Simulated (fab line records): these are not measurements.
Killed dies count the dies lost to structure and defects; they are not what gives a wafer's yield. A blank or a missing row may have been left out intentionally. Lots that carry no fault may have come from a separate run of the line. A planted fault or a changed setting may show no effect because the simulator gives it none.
Split-lot trial + flow n5-finfet + 7 lots, 39 wafers read, on a route of 1938 steps

== ON THE SPLIT ==
At N5_HKMG_FIN_ETCH_86 (etches SOC in N2/H2, stops on TiN, target depth 393.2 nm), the setting target-depth-a was moved away from the recipe's 3932 angstrom on 18 of the 39 wafers read, by -11.9% to +11.7%. All remaining wafers had this setting at the recipe value.

The split's own step is where the reading is taken.

== THE READING ==
SOC_of_HKMG_FIN_COAT_85.thk-nm (the simulator's own value, which no gauge read), in nm, at N5_HKMG_FIN_ETCH_86 (etches SOC in N2/H2, stops on TiN, target depth 393.2 nm). No usual value for it is given in the file. Here, 21 wafers ran the recipe; their average is 17.4 nm with a standard deviation of 2.6 nm.

| wafer  | tool, chamber at the split | target-depth-a as run, angstrom | against the recipe | SOC_of_HKMG_FIN_COAT_85.thk-nm, nm | against lot-mates on the recipe |
|--------|----------------------------|---------------------------------|--------------------|------------------------------------|---------------------------------|
| L079.1 | rie-diel-03, 1             | 3932                            | recipe             | 15.2                               | -                               |
| L079.3 | rie-diel-03, 0             | 3932                            | recipe             | 16.2                               | -                               |
| L079.5 | rie-diel-03, 0             | 3932                            | recipe             | 16.2                               | -                               |
| L082.1 | rie-diel-04, 3,2,2         | 4391                            | +11.7%             | 8.6                                | -9.1                            |
| L082.4 | rie-diel-04, 3,2,2         | 4391                            | +11.7%             | 8.6                                | -9.1                            |
| L082.6 | rie-diel-04, 3,2,2         | 4391                            | +11.7%             | 8.6                                | -9.1                            |
| L082.2 | rie-diel-04, 0             | 3932                            | recipe             | 19                                 | -                               |
| L082.3 | rie-diel-04, 1             | 3932                            | recipe             | 17                                 | -                               |
| L082.5 | rie-diel-04, 1             | 3932                            | recipe             | 17                                 | -                               |
| L083.1 | rie-diel-03, 0             | 3932                            | recipe             | 16.6                               | -                               |
| L083.2 | rie-diel-03, 3             | 3932                            | recipe             | 18.8                               | -                               |
| L083.3 | rie-diel-03, 1             | 3932                            | recipe             | 15.4                               | -                               |
| L083.4 | rie-diel-03, 2             | 3465                            | -11.9%             | 55.8                               | +38.9                           |
| L083.5 | rie-diel-03, 1             | 3465                            | -11.9%             | 49.4                               | +32.5                           |
| L083.6 | rie-diel-03, 2             | 3465                            | -11.9%             | 56                                 | +39.1                           |
| L085.1 | rie-diel-01, 3             | 3470                            | -11.7%             | 49.6                               | +35.6                           |
| L085.2 | rie-diel-01, 2             | 3932                            | recipe             | 12.8                               | -                               |
| L085.3 | rie-diel-01, 0             | 3470                            | -11.7%             | 48.2                               | +34.2                           |
| L085.4 | rie-diel-01, 0             | 3470                            | -11.7%             | 48.4                               | +34.4                           |
| L085.5 | rie-diel-01, 2             | 3932                            | recipe             | 13                                 | -                               |
| L085.6 | rie-diel-01, 3             | 3932                            | recipe             | 16.2                               | -                               |
| L087.1 | rie-diel-03, 2             | 3932                            | recipe             | 23                                 | -                               |
| L087.2 | rie-diel-03, 1,3           | 4213                            | +7.1%              | 8.6                                | -9.8                            |
| L087.3 | rie-diel-03, 1,3           | 4213                            | +7.1%              | 8.6                                | -9.8                            |
| L087.4 | rie-diel-03, 0             | 3932                            | recipe             | 16.6                               | -                               |
| L087.5 | rie-diel-03, 0             | 4213                            | +7.1%              | 8.4                                | -10.0                           |
| L087.6 | rie-diel-03, 1             | 3932                            | recipe             | 15.6                               | -                               |
| L089.1 | rie-diel-04, 3             | 3747                            | -4.7%              | 32.8                               | +13.3                           |
| L089.2 | rie-diel-04, 2             | 3747                            | -4.7%              | 35                                 | +15.5                           |
| L089.3 | rie-diel-04, 1             | 3747                            | -4.7%              | 30.6                               | +11.1                           |
| L089.4 | rie-diel-04, 0             | 3932                            | recipe             | 19.2                               | -                               |
| L089.5 | rie-diel-04, 2             | 3932                            | recipe             | 21.8                               | -                               |
| L089.6 | rie-diel-04, 1             | 3932                            | recipe             | 17.4                               | -                               |
| L097.1 | rie-diel-04, 1             | 3932                            | recipe             | 17.6                               | -                               |
| L097.2 | rie-diel-04, 2             | 3932                            | recipe             | 22.6                               | -                               |
| L097.3 | rie-diel-04, 0,2,0         | 4363                            | +11.0%             | 8.6                                | -10.7                           |
| L097.5 | rie-diel-04, 0,2,0         | 4363                            | +11.0%             | 8.6                                | -10.7                           |
| L097.6 | rie-diel-04, 0,2,0         | 4363                            | +11.0%             | 8.6                                | -10.7                           |
| L097.4 | rie-diel-04, 1             | 3932                            | recipe             | 17.8                               | -                               |
The file does not say which wafer passed through which chamber wherever a row lists several chambers: such a row stands for several wafers.

THE FIT
A straight line over all 39 wafers: SOC_of_HKMG_FIN_COAT_85.thk-nm changes by -1.87 nm for each +1% of target-depth-a; r = -0.91; the points scatter about the line by 6 nm.
The same after taking each lot's own level away (the mean of its wafers on the recipe; 39 wafers): -1.99 nm for each +1%; r = -0.92; scatter 6 nm.
On that fit, the largest move of target-depth-a shifts the reading by 24 nm.
From 14.00 to 19.47 nm: that is the span of the lots' own levels, equal to 2.1 times the standard deviation above.
Consequently the slope shifts little with the lot-to-lot level, the two slopes agreeing.
Check: with one of the wafers moved furthest among these (-11.9%) left out of the fit, the line predicts +26.8 nm for it against its lot-mates. It came out at +38.9 nm against them.

== OTHER SPLITS ON THESE WAFERS ==
These wafers also went through other splits before the reading. Each is held against what the fit with the lots' levels taken away leaves over:
| other split on the same wafers   | wafers away from the commonest value | r with SOC_of_HKMG_FIN_COAT_85.thk-nm (lot level and that fit taken away) |
|----------------------------------|--------------------------------------|---------------------------------------------------------------------------|
| N5_FIN_CUT_CUT_ETCH_15 bias-w    | as run: not given for these wafers   | -                                                                         |
| N5_DUMMY_GATE_ETCH_37 source-w   | 15                                   | +0.02                                                                     |
| N5_SD_ACTIVATION_LSA_01 temp-c   | 15                                   | +0.03                                                                     |
| N5_HKMG_FIN_HK_ALD_01 ald-cycles | 18                                   | +0.07                                                                     |
| N5_HKMG_FIN_ETCH_55 bias-w       | 12                                   | -0.09                                                                     |

== THE FILE'S OWN FIT ==
SOC_of_HKMG_FIN_COAT_85.thk-nm changes by -1.97 nm for each +1% of target-depth-a, r = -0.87.
